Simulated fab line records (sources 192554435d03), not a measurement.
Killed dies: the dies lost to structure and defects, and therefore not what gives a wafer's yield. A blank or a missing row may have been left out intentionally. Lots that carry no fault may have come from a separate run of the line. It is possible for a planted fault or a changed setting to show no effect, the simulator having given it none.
Matching of chambers | flow n5Finfet | N5_BEOL_M0_SAQP_ETCH_83 on rieDiel-03 has 4 sister chambers
The step etches SiARC in CF4, target depth 39 nm, time 65 s. 18 wafers are shown with their chamber, then 9 later ones without.

## WAFERS, EACH WITH ITS CHAMBER
wafer  | chamber | drypumpMotorCurrentA (A) | throttleValvePct (%) | oesProductAu (a.u.)
L074.2 | 0       | 6.4                      | 15.64                | 0.65
L074.3 | 3       | 5.6                      | 15.69                | 0.62
L074.5 | 3       | 5.6                      | 15.71                | 0.61
L076.2 | 3       | 5.6                      | 15.71                | 0.60
L076.4 | 3       | 5.6                      | 15.71                | 0.61
L076.5 | 0       | 6.4                      | 15.64                | 0.64
L077.2 | 3       | 5.6                      | 15.72                | 0.61
L077.4 | 1       | 6.0                      | 15.38                | 0.78
L077.5 | 3       | 5.6                      | 15.72                | 0.61
L081.1 | 3       | 5.6                      | 15.74                | 0.60
L081.2 | 0       | 6.3                      | 15.68                | 0.63
L081.5 | 1       | 6.0                      | 15.38                | 0.77
L084.1 | 1       | 6.1                      | 15.40                | 0.77
L084.3 | 0       | 6.4                      | 15.70                | 0.63
L084.4 | 2       | 5.4                      | 15.49                | 0.64
L091.1 | 0       | 6.4                      | 15.71                | 0.62
L091.2 | 1       | 6.0                      | 15.41                | 0.74
L091.4 | 2       | 5.5                      | 15.48                | 0.63

SIGNATURES (means of the wafers above)
reading              | chamber 0 | chamber 1 | chamber 2 | chamber 3 | scatter within a chamber
drypumpMotorCurrentA | 6.380     | 6.025     | 5.450     | 5.600     | 0.0383
throttleValvePct     | 15.6740   | 15.3925   | 15.4850   | 15.7143   | 0.0214
oesProductAu         | 0.6340    | 0.7650    | 0.6350    | 0.6086    | 0.0112
Rule: for a wafer and a chamber, the distance is found by dividing, reading by reading, the gap between the wafer's reading and the chamber's mean by the reading's scatter, squaring, summing and taking the root. If the next closest chamber is less than 2 further off than the closest, the wafer can't be placed; otherwise it belongs to the closest. The scatter: take each reading less its chamber's mean, square it, sum over the shown wafers, divide by the number of wafers less the number of chambers, and take the root.

## WAFERS WHOSE CHAMBER IS MISSING
wafer  | drypumpMotorCurrentA (A) | throttleValvePct (%) | oesProductAu (a.u.)
L092.1 | 6.0                      | 15.43                | 0.74
L092.2 | 6.4                      | 15.71                | 0.62
L092.6 | 6.0                      | 15.41                | 0.74
L093.1 | 6.4                      | 15.71                | 0.62
L093.3 | 5.6                      | 15.79                | 0.59
L093.6 | 5.4                      | 15.51                | 0.64
L097.2 | 5.6                      | 15.80                | 0.58
L097.5 | 5.4                      | 15.52                | 0.62
L097.6 | 5.6                      | 15.80                | 0.58

## EACH ONE'S CHAMBER
wafer  | from the rows above | in truth
L092.1 | 1                   | 1
L092.2 | 0                   | 0
L092.6 | 1                   | 1
L093.1 | 0                   | 0
L093.3 | 3                   | 3
L093.6 | 2                   | 2
L097.2 | 3                   | 3
L097.5 | 2                   | 2
L097.6 | 3                   | 3
Correctly placed: 9 of 9. Number that these rows cannot place: 0. Wrongly placed: 0.
